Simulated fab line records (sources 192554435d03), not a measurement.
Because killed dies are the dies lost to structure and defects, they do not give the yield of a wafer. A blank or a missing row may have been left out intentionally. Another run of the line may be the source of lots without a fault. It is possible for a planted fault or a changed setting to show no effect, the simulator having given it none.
Which tool was responsible? | flow n5_finfet | 24 lots, 72 wafers sampled, at 6 steps of a route of 1938

== WHAT THE GAUGES SHOWED, per wafer ==
N5_BEOL_M9_INSPECT_58: inspects for defects (darkfield).
lot  | measured     | on                | raw_defect_count
L074 | day 9 16:52  | defect_inspect-02 | 89 59 62
L076 | day 10 02:06 | defect_inspect-02 | 69 91 63
L075 | day 10 03:07 | defect_inspect-01 | 86 44 49
L077 | day 10 18:12 | defect_inspect-02 | 43 67 49
L078 | day 11 03:21 | defect_inspect-01 | 82 82 66
L079 | day 11 03:35 | defect_inspect-02 | 86 87 74
L080 | day 11 05:53 | defect_inspect-01 | 73 72 91
L081 | day 11 22:14 | defect_inspect-01 | 50 43 64
L082 | day 12 05:01 | defect_inspect-02 | 73 110 56
L083 | day 12 20:40 | defect_inspect-02 | 67 55 62
L084 | day 13 01:58 | defect_inspect-02 | 72 80 127
L085 | day 13 22:24 | defect_inspect-01 | 47 61 56
L087 | day 13 22:44 | defect_inspect-01 | 145 103 81
L086 | day 13 23:40 | defect_inspect-01 | 103 53 75
L088 | day 14 02:21 | defect_inspect-01 | 50 74 72
L090 | day 14 05:23 | defect_inspect-02 | 72 104 50
L089 | day 14 05:31 | defect_inspect-01 | 46 51 32
L092 | day 14 15:25 | defect_inspect-02 | 45 87 70
L091 | day 14 16:13 | defect_inspect-02 | 56 58 60
L093 | day 15 03:40 | defect_inspect-02 | 63 60 66
L094 | day 15 04:23 | defect_inspect-02 | 78 61 70
L095 | day 15 10:40 | defect_inspect-02 | 102 113 74
L096 | day 16 05:28 | defect_inspect-01 | 68 44 73
L097 | day 16 18:32 | defect_inspect-02 | 110 76 69

N5_BEOL_M10_THK_MEAS_01.
lot  | measured     | on            | M10_ILD_THK (nm)
L074 | day 9 17:31  | film_metro-02 | 270 274 273
L076 | day 10 02:46 | film_metro-02 | 264 270 266
L075 | day 10 03:44 | film_metro-02 | 260 267 265
L077 | day 10 18:50 | film_metro-02 | 270 276 273
L078 | day 11 04:28 | film_metro-01 | 268 266 270
L079 | day 11 04:13 | film_metro-02 | 264 272 268
L080 | day 11 06:31 | film_metro-01 | 266 268 271
L081 | day 11 22:51 | film_metro-02 | 266 269 272
L082 | day 12 05:41 | film_metro-02 | 264 270 269
L083 | day 12 21:19 | film_metro-01 | 268 268 268
L084 | day 13 02:36 | film_metro-01 | 266 267 271
L085 | day 13 23:01 | film_metro-02 | 265 270 279
L087 | day 13 23:22 | film_metro-01 | 266 271 269
L086 | day 14 00:17 | film_metro-01 | 267 268 273
L088 | day 14 02:59 | film_metro-01 | 268 263 266
L090 | day 14 06:00 | film_metro-02 | 272 270 273
L089 | day 14 06:09 | film_metro-02 | 261 269 269
L092 | day 14 17:29 | film_metro-02 | 262 262 265
L091 | day 14 16:52 | film_metro-02 | 264 267 268
L093 | day 15 04:17 | film_metro-02 | 264 265 269
L094 | day 15 05:29 | film_metro-01 | 261 262 269
L095 | day 15 11:46 | film_metro-02 | 268 270 271
L096 | day 16 06:05 | film_metro-01 | 265 270 274
L097 | day 16 19:10 | film_metro-02 | 268 270 270

N5_BEOL_M10_INSPECT_58: inspects for defects (darkfield).
lot  | measured     | on                | raw_defect_count
L074 | day 9 23:28  | defect_inspect-01 | 85 102 75
L076 | day 10 08:38 | defect_inspect-01 | 54 49 39
L075 | day 10 11:54 | defect_inspect-02 | 50 36 86
L077 | day 11 03:39 | defect_inspect-02 | 97 105 69
L078 | day 11 12:26 | defect_inspect-01 | 87 36 41
L079 | day 11 10:40 | defect_inspect-01 | 78 114 51
L080 | day 11 13:59 | defect_inspect-01 | 91 66 85
L081 | day 12 12:07 | defect_inspect-01 | 56 41 94
L082 | day 12 17:53 | defect_inspect-01 | 52 51 49
L083 | day 13 03:35 | defect_inspect-01 | 75 42 50
L084 | day 13 13:38 | defect_inspect-01 | 66 90 46
L085 | day 14 06:11 | defect_inspect-01 | 61 69 61
L087 | day 14 05:39 | defect_inspect-01 | 55 53 76
L086 | day 14 06:15 | defect_inspect-02 | 112 83 74
L088 | day 14 10:01 | defect_inspect-01 | 42 64 40
L090 | day 14 11:10 | defect_inspect-01 | 89 89 36
L089 | day 14 11:37 | defect_inspect-01 | 44 50 78
L092 | day 15 03:44 | defect_inspect-01 | 97 83 51
L091 | day 15 03:17 | defect_inspect-02 | 65 54 41
L093 | day 15 11:58 | defect_inspect-02 | 82 61 70
L094 | day 15 12:30 | defect_inspect-01 | 49 85 81
L095 | day 15 18:33 | defect_inspect-01 | 58 65 36
L096 | day 16 19:04 | defect_inspect-01 | 68 87 102
L097 | day 17 04:53 | defect_inspect-01 | 64 47 43

N5_BEOL_M11_INSPECT_13: inspects for defects (brightfield).
lot  | measured     | on                | raw_defect_count
L074 | day 10 02:27 | defect_inspect-02 | 725 386 353
L076 | day 10 11:14 | defect_inspect-01 | 383 323 348
L075 | day 10 14:51 | defect_inspect-01 | 279 277 319
L077 | day 11 05:40 | defect_inspect-02 | 620 527 461
L078 | day 11 14:20 | defect_inspect-01 | 526 250 315
L079 | day 11 12:51 | defect_inspect-02 | 456 504 443
L080 | day 11 16:17 | defect_inspect-01 | 539 434 580
L081 | day 12 15:19 | defect_inspect-01 | 340 275 376
L082 | day 12 20:08 | defect_inspect-02 | 332 329 407
L083 | day 13 06:42 | defect_inspect-01 | 372 261 353
L084 | day 13 18:07 | defect_inspect-02 | 444 475 363
L085 | day 14 08:55 | defect_inspect-01 | 384 543 608
L087 | day 14 08:32 | defect_inspect-02 | 442 482 436
L086 | day 14 09:22 | defect_inspect-02 | 456 376 386
L088 | day 14 13:09 | defect_inspect-02 | 264 364 295
L090 | day 14 14:09 | defect_inspect-02 | 389 371 372
L089 | day 14 13:51 | defect_inspect-01 | 416 398 366
L092 | day 15 06:30 | defect_inspect-01 | 477 324 364
L091 | day 15 05:08 | defect_inspect-01 | 458 395 345
L093 | day 15 13:48 | defect_inspect-01 | 425 410 411
L094 | day 15 14:18 | defect_inspect-01 | 370 345 394
L095 | day 15 22:06 | defect_inspect-02 | 325 536 495
L096 | day 16 23:41 | defect_inspect-02 | 420 457 415
L097 | day 17 10:27 | defect_inspect-02 | 319 254 412

== TOOL THAT RAN EACH LOT (tool first, then ch and the chambers of the sampled wafers, then the start) ==
lot  | N5_BEOL_M9_CMP_52             | N5_BEOL_M10_ETCH_41
L074 | cmp-01 ch 0,1, day 9 16:25    | rie_diel-06 ch 0,1,2, day 9 23:28 or earlier
L076 | cmp-03 ch 0,1, day 10 01:37   | rie_diel-06 ch 0,1, day 10 08:38 or earlier
L075 | cmp-03 ch 2,3, day 10 02:41   | rie_diel-06 ch 1,2, day 10 11:54 or earlier
L077 | cmp-04 ch 0,1,2, day 10 17:44 | rie_diel-02 ch 0,3, day 11 03:39 or earlier
L078 | cmp-04 ch 0,1,2, day 11 02:52 | rie_diel-01 ch 0,2, day 11 12:26 or earlier
L079 | cmp-01 ch 1,2,3, day 11 03:13 | rie_diel-06 ch 0,1, day 11 10:40 or earlier
L080 | cmp-01 ch 1,2,3, day 11 05:25 | rie_diel-01 ch 0,2, day 11 13:59 or earlier
L081 | cmp-03 ch 0,1,3, day 11 21:49 | rie_diel-02 ch 1,2, day 12 12:07 or earlier
L082 | cmp-04 ch 0,2,3, day 12 04:34 | rie_diel-06 ch 0,1,3, day 12 17:53 or earlier
L083 | cmp-04 ch 1,2,3, day 12 20:13 | rie_diel-01 ch 1,3, day 13 03:35 or earlier
L084 | cmp-04 ch 0,1,2, day 13 01:30 | rie_diel-02 ch 0,1,3, day 13 13:38 or earlier
L085 | cmp-04 ch 0,2, day 13 21:59   | rie_diel-06 ch 0,1,3, day 14 06:11 or earlier
L087 | cmp-01 ch 1,2, day 13 22:19   | rie_diel-06 ch 1,2,3, day 14 05:39 or earlier
L086 | cmp-03 ch 2,3, day 13 23:15   | rie_diel-02 ch 1,2,3, day 14 06:15 or earlier
L088 | cmp-03 ch 2,3, day 14 01:54   | rie_diel-02 ch 1,3, day 14 10:01 or earlier
L090 | cmp-01 ch 0,1,2, day 14 04:58 | rie_diel-01 ch 0,1,2, day 14 11:10 or earlier
L089 | cmp-03 ch 2,3, day 14 05:04   | rie_diel-02 ch 0,1, day 14 11:37 or earlier
L092 | cmp-04 ch 2,3, day 14 14:57   | rie_diel-01 ch 0,1,2, day 15 03:44 or earlier
L091 | cmp-01 ch 1,2,3, day 14 15:46 | rie_diel-06 ch 1,2,3, day 15 03:17 or earlier
L093 | cmp-03 ch 1,3, day 15 03:13   | rie_diel-02 ch 1,2, day 15 11:58 or earlier
L094 | cmp-04 ch 1,2,3, day 15 03:56 | rie_diel-06 ch 0,2,3, day 15 12:30 or earlier
L095 | cmp-03 ch 0,1,3, day 15 10:17 | rie_diel-06 ch 0,1,3, day 15 18:33 or earlier
L096 | cmp-03 ch 1,2,3, day 16 05:06 | rie_diel-02 ch 0,1,2, day 16 19:04 or earlier
L097 | cmp-03 ch 1,2,3, day 16 18:10 | rie_diel-02 ch 0,2,3, day 17 04:53 or earlier
- N5_BEOL_M9_CMP_52: polishes, stops on SiCOH lowk, t overpolish 7 s, target thk 140 nm.
- N5_BEOL_M10_ETCH_41: etches SiCN in CH3F/O2, target depth 42.6 nm, time 86 s.

== WHAT THE TOOLS THEMSELVES READ (means of the sampled wafers that have a number; where no wafer has one, the mark that the record gives instead) ==
N5_BEOL_M9_CMP_52.
lot  | tool   | barrier_field_endpoint_s (s) | clearing_platen_rpm (rpm) | motor_current_A (A) | overpolish_run_s (s) | slurry_flow_ml_min | time_to_endpoint_s (s)
L074 | cmp-01 | 29.0                         | 50.028                    | 6.3                 | 6.995                | 150.3              | 65.2
L076 | cmp-03 | 28.8                         | 50.017                    | 6.5                 | 7.000                | 149.8              | 66.1
L075 | cmp-03 | 29.3                         | 50.020                    | 6.4                 | 7.000                | 149.5              | 65.8
L077 | cmp-04 | 28.3                         | 50.006                    | 5.3                 | 6.997                | 149.7              | 62.5
L078 | cmp-04 | 28.7                         | 49.991                    | 5.3                 | 7.003                | 149.9              | 62.2
L079 | cmp-01 | 28.8                         | 49.963                    | 6.2                 | 6.994                | 150.1              | 65.3
L080 | cmp-01 | 28.8                         | 50.000                    | 6.1                 | 6.997                | 149.7              | 61.9
L081 | cmp-03 | 28.1                         | 49.987                    | 6.4                 | 7.012                | 150.4              | 63.2
L082 | cmp-04 | 29.6                         | 49.986                    | 5.3                 | 7.004                | 150.6              | 70.6
L083 | cmp-04 | 28.7                         | 50.029                    | 5.2                 | 7.001                | 150.1              | 63.7
L084 | cmp-04 | 28.2                         | 50.020                    | 5.3                 | 7.002                | 150.2              | 64.9
L085 | cmp-04 | 28.3                         | 49.973                    | 5.4                 | 6.997                | 150.2              | 63.4
L087 | cmp-01 | 29.3                         | 50.002                    | 6.1                 | 6.998                | 150.0              | 66.4
L086 | cmp-03 | 29.2                         | 50.006                    | 6.1                 | 6.998                | 150.8              | 67.9
L088 | cmp-03 | 28.3                         | 49.957                    | 6.3                 | 7.011                | 150.5              | 64.4
L090 | cmp-01 | 29.5                         | 50.032                    | 6.3                 | 7.005                | 149.8              | 66.2
L089 | cmp-03 | 28.7                         | 50.000                    | 5.9                 | 7.004                | 150.4              | 64.7
L092 | cmp-04 | 28.6                         | 50.021                    | 5.0                 | 7.006                | 150.1              | 65.6
L091 | cmp-01 | 28.8                         | 49.982                    | 6.1                 | 7.001                | 149.7              | 64.9
L093 | cmp-03 | 27.4                         | 49.988                    | 6.7                 | 7.000                | 150.2              | 59.0
L094 | cmp-04 | 28.4                         | 50.009                    | 5.1                 | 6.994                | 149.7              | 64.6
L095 | cmp-03 | 27.4                         | 50.010                    | 6.4                 | 7.002                | 149.8              | 61.6
L096 | cmp-03 | 28.0                         | 50.004                    | 6.5                 | 6.999                | 150.3              | 64.7
L097 | cmp-03 | 28.1                         | 49.986                    | 6.6                 | 6.998                | 149.4              | 61.3

N5_BEOL_M10_ETCH_41.
lot  | tool        | drypump_motor_current_A (A) | oes_product_au (a.u.) | rf_vpp_V (V) | showerhead_plenum_p_Torr (Torr) | throttle_valve_pct (%)
L074 | rie_diel-06 | 5.5                         | 0.82                  | 297.6        | 2.02                            | 16.19
L076 | rie_diel-06 | 5.5                         | 0.75                  | 299.4        | 2.03                            | 16.24
L075 | rie_diel-06 | 5.7                         | 0.83                  | 296.3        | 1.96                            | 16.14
L077 | rie_diel-02 | 5.7                         | 0.70                  | 299.0        | 2.07                            | 16.18
L078 | rie_diel-01 | 5.5                         | 0.86                  | 297.4        | 1.94                            | 16.00
L079 | rie_diel-06 | 5.5                         | 0.75                  | 298.5        | 2.03                            | 16.26
L080 | rie_diel-01 | 5.5                         | 0.85                  | 296.1        | 1.94                            | 16.00
L081 | rie_diel-02 | 5.7                         | 0.84                  | 296.2        | 1.94                            | 16.09
L082 | rie_diel-06 | 5.7                         | 0.83                  | 299.3        | 2.07                            | 16.18
L083 | rie_diel-01 | 5.8                         | 0.92                  | 296.8        | 1.97                            | 16.31
L084 | rie_diel-02 | 5.6                         | 0.74                  | 297.7        | 2.02                            | 16.21
L085 | rie_diel-06 | 5.7                         | 0.80                  | 298.2        | 2.07                            | 16.19
L087 | rie_diel-06 | 5.8                         | 0.83                  | 297.3        | 2.01                            | 16.15
L086 | rie_diel-02 | 5.5                         | 0.78                  | 297.8        | 1.98                            | 16.21
L088 | rie_diel-02 | 5.6                         | 0.78                  | 296.7        | 1.98                            | 16.19
L090 | rie_diel-01 | 5.4                         | 0.86                  | 296.7        | 1.95                            | 16.20
L089 | rie_diel-02 | 5.9                         | 0.73                  | 298.4        | 2.02                            | 16.16
L092 | rie_diel-01 | 5.4                         | 0.86                  | 296.6        | 1.94                            | 16.21
L091 | rie_diel-06 | 5.8                         | 0.81                  | 297.7        | 2.01                            | 16.17
L093 | rie_diel-02 | 5.8                         | 0.82                  | 296.0        | 1.94                            | 16.14
L094 | rie_diel-06 | 5.7                         | 0.85                  | 298.7        | 2.05                            | 16.18
L095 | rie_diel-06 | 5.7                         | 0.79                  | 298.8        | 2.06                            | 16.22
L096 | rie_diel-02 | 5.8                         | 0.76                  | 295.9        | 1.97                            | 16.19
L097 | rie_diel-02 | 5.6                         | 0.81                  | 297.8        | 2.01                            | 16.12

== THE ANSWER, worked out from the rows above alone ==
Rule: usual is defined by the lots themselves. The widest of any qualifying gaps counts: lots, ordered by their means at a reading, are off when they make up no more than a third of the lots, leave a main group of 4 or more, and stand apart from it by 3 or more times the standard deviation of that group's means. Not used: any main group whose means are identical at the precision the tables above print for the reading. A lot without any number at a reading at which 4 lots or more have one is off too. The other lots that the step has rows for count as sound. First the gauges in route order, then the tools' own readings, where a lot's mean is used as printed above. At the first step where some lot is off, the reading lying furthest off is the one used; lots without a number count as furthest.
No lot is off at any reading shown: from this, nothing can be told.

== WHAT THE SIMULATOR PUT IN ==
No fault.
